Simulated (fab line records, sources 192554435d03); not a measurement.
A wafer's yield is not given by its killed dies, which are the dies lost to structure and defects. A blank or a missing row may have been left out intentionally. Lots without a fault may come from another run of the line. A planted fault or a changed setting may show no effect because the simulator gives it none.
Chamber matching | flow n5Finfet | N5_BEOL_M3_ALD_84 on aldMetal-03 has 4 sister chambers
The step deposits TaN, pulse time 2 s, purge time 3 s, co reactant purge time 2 s. 4 wafers are shown with their chamber, then 7 later ones without.

EACH WAFER AND ITS CHAMBER
wafer  | chamber | heaterPowerW (W)
L074.3 | 3       | 379
L079.6 | 0       | 492
L089.2 | 1       | 399
L089.4 | 2       | 383

WAFERS WITHOUT THEIR CHAMBER
wafer  | heaterPowerW (W)
L089.5 | 378
L095.2 | 409
L095.3 | 482
L095.4 | 401
L096.2 | 476
L096.3 | 411
L096.6 | 384

EACH ONE'S CHAMBER
wafer  | from the rows above          | in truth
L089.5 | can't be placed: 3 or 2      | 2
L095.2 | can't be placed: 1 or 2      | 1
L095.3 | 0                            | 0
L095.4 | can't be placed: 1 or 2      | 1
L096.2 | 0                            | 0
L096.3 | can't be placed: 1 or 2      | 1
L096.6 | can't be placed: 2 or 3 or 1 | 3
Placed correctly: 2 of 7. Cannot be placed on the basis of these rows: 5; the candidates contain the true chamber in 5. Number placed wrongly: 0.
How it was worked out, from the rows above alone: a wafer's distance from a chamber is the root of the sum, over the readings, of the square of ((its reading less the chamber's mean) divided by the reading's scatter). If the next closest chamber is less than 2 further off than the closest, the wafer can't be placed; otherwise it belongs to the closest. A chamber's mean is the mean of its shown wafers. The scatter: with one shown wafer a chamber, the root of the mean of the squares of how far each hidden wafer lies from its nearest shown one.
